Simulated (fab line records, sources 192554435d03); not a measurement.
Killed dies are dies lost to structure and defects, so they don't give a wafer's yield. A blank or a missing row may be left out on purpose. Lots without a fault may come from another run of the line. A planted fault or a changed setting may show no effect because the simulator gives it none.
Split-lot experiment | flow n5_finfet | 7 lots, 39 wafers read, on a route of 1938 steps

THE SPLIT
At N5_BEOL_M3_TRENCH_ETCH_37 (etches SiOC in C4F6/O2, target depth 55.555 nm, time 29.2 s), the setting time_s was moved away from the recipe's 29.2 s on 18 of the 39 wafers read, by -46.8% to +50.0%. The other wafers ran this setting at the recipe's value.

FROM THE SPLIT TO THE READING: what the file shows between them, 2 steps
- N5_BEOL_M3_ETCH_41: etches SiCN in CH3F/O2, target depth 29.9 nm, time 52.5 s
- N5_BEOL_M3_STRIP_97: strips in N2/H2, time 10 s

THE READING
trench_depth_nm, in nm, at N5_BEOL_M3_OCD_MEAS_38. Fault-free wafers of this fab line usually give 55.5 nm, standard deviation 0.96 nm.

wafer  | tool, chamber at the split | time_s as run, s | against the recipe | trench_depth_nm, nm | against lot-mates on the recipe
L074.1 | rie_diel-03, 2             | 20.32            | -30.4%             | 37.5                | -17.3
L074.2 | rie_diel-03, 0             | 20.32            | -30.4%             | 38.6                | -16.2
L074.3 | rie_diel-03, 1             | 29.2             | recipe             | 55.5                | -
L074.4 | rie_diel-03, 3             | 29.2             | recipe             | 54.5                | -
L074.5 | rie_diel-03, 2             | 29.2             | recipe             | 54.4                | -
L074.6 | rie_diel-03, 3             | 20.32            | -30.4%             | 38.5                | -16.3
L075.1 | rie_diel-03, 3             | 29.2             | recipe             | 56.0                | -
L075.2 | rie_diel-03, 1             | 20.17            | -30.9%             | 38.0                | -18.1
L075.3 | rie_diel-03, 2             | 20.17            | -30.9%             | 37.9                | -18.2
L075.4 | rie_diel-03, 0             | 29.2             | recipe             | 56.4                | -
L075.5 | rie_diel-03, 2             | 20.17            | -30.9%             | 38.0                | -18.1
L075.6 | rie_diel-03, 1             | 29.2             | recipe             | 55.9                | -
L081.3 | rie_diel-01, 2             | 29.2             | recipe             | 57.1                | -
L081.4 | rie_diel-01, 0             | 29.2             | recipe             | 56.9                | -
L081.5 | rie_diel-01, 3             | 29.2             | recipe             | 57.2                | -
L082.1 | rie_diel-06, 0             | 29.2             | recipe             | 54.0                | -
L082.2 | rie_diel-06, 2             | 40.67            | +39.3%             | 76.9                | +22.6
L082.3 | rie_diel-06, 1             | 29.2             | recipe             | 54.0                | -
L082.4 | rie_diel-06, 3             | 29.2             | recipe             | 54.8                | -
L082.5 | rie_diel-06, 0             | 40.67            | +39.3%             | 75.9                | +21.6
L082.6 | rie_diel-06, 1             | 40.67            | +39.3%             | 75.4                | +21.1
L080.1 | rie_diel-03, 0             | 29.2             | recipe             | 56.3                | -
L080.2 | rie_diel-03, 2             | 29.2             | recipe             | 54.1                | -
L080.3 | rie_diel-03, 3             | 15.53            | -46.8%             | 29.7                | -25.5
L080.4 | rie_diel-03, 1             | 29.2             | recipe             | 55.1                | -
L080.5 | rie_diel-03, 3             | 15.53            | -46.8%             | 30.3                | -24.9
L080.6 | rie_diel-03, 2             | 15.53            | -46.8%             | 29.4                | -25.8
L093.1 | rie_diel-06, 1             | 29.2             | recipe             | 54.4                | -
L093.2 | rie_diel-06, 0             | 29.2             | recipe             | 54.2                | -
L093.3 | rie_diel-06, 2             | 29.2             | recipe             | 57.1                | -
L093.4 | rie_diel-06, 3             | 35.18            | +20.5%             | 67.6                | +12.4
L093.5 | rie_diel-06, 1             | 35.18            | +20.5%             | 65.6                | +10.4
L093.6 | rie_diel-06, 2             | 35.18            | +20.5%             | 68.6                | +13.4
L095.1 | rie_diel-03, 1             | 29.2             | recipe             | 55.0                | -
L095.2 | rie_diel-03, 0             | 43.8             | +50.0%             | 82.9                | +27.7
L095.3 | rie_diel-03, 3             | 43.8             | +50.0%             | 82.1                | +26.9
L095.4 | rie_diel-03, 1             | 43.8             | +50.0%             | 83.0                | +27.8
L095.5 | rie_diel-03, 3             | 29.2             | recipe             | 54.6                | -
L095.6 | rie_diel-03, 0             | 29.2             | recipe             | 55.9                | -

THE FIT
A straight line over all 39 wafers: trench_depth_nm changes by +0.548 nm for each +1% of time_s; r = +1.00; the points scatter about the line by 1 nm.
The same after taking each lot's own level away (the mean of its wafers on the recipe; 39 wafers): +0.554 nm for each +1%; r = +1.00; scatter 0.79 nm.
On that fit, the largest move of time_s shifts the reading by 28 nm.
The lots' own levels span 54.27 to 57.07 nm, that is 2.9 times the standard deviation above.
So the lot-to-lot level changes the slope little: the two slopes agree.
Check: with one of the wafers moved furthest among these (+50.0%) left out of the fit, the line predicts +27.7 nm for it against its lot-mates. It came out at +27.7 nm against them.

THE WHOLE CHAIN: every reading that the file lists as answering this split, in the file's order
step                      | what it does                                                | reading                                                                          | change (the file's fit)                | r (the file's)
N5_BEOL_M3_TRENCH_ETCH_37 | etches SiOC in C4F6/O2, target depth 55.555 nm, time 29.2 s | etch.depth_nm (the simulator's own value, which no gauge read)                   | +0.556 nm for each +1% of the setting  | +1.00
N5_BEOL_M3_TRENCH_ETCH_37 | etches SiOC in C4F6/O2, target depth 55.555 nm, time 29.2 s | BEOL_M3.feature_depth_nm (the simulator's own value, which no gauge read)        | +0.556 nm for each +1% of the setting  | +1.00
N5_BEOL_M3_TRENCH_ETCH_37 | etches SiOC in C4F6/O2, target depth 55.555 nm, time 29.2 s | TiN_of_BEOL_M3_HM_DEP_02.thk_nm (the simulator's own value, which no gauge read) | -0.0236 nm for each +1% of the setting | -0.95
N5_BEOL_M3_OCD_MEAS_38    |                                                             | trench_depth_nm                                                                  | +0.554 nm for each +1% of the setting  | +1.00

THE FILE'S OWN FIT
trench_depth_nm changes by +0.554 nm for each +1% of time_s, r = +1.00.
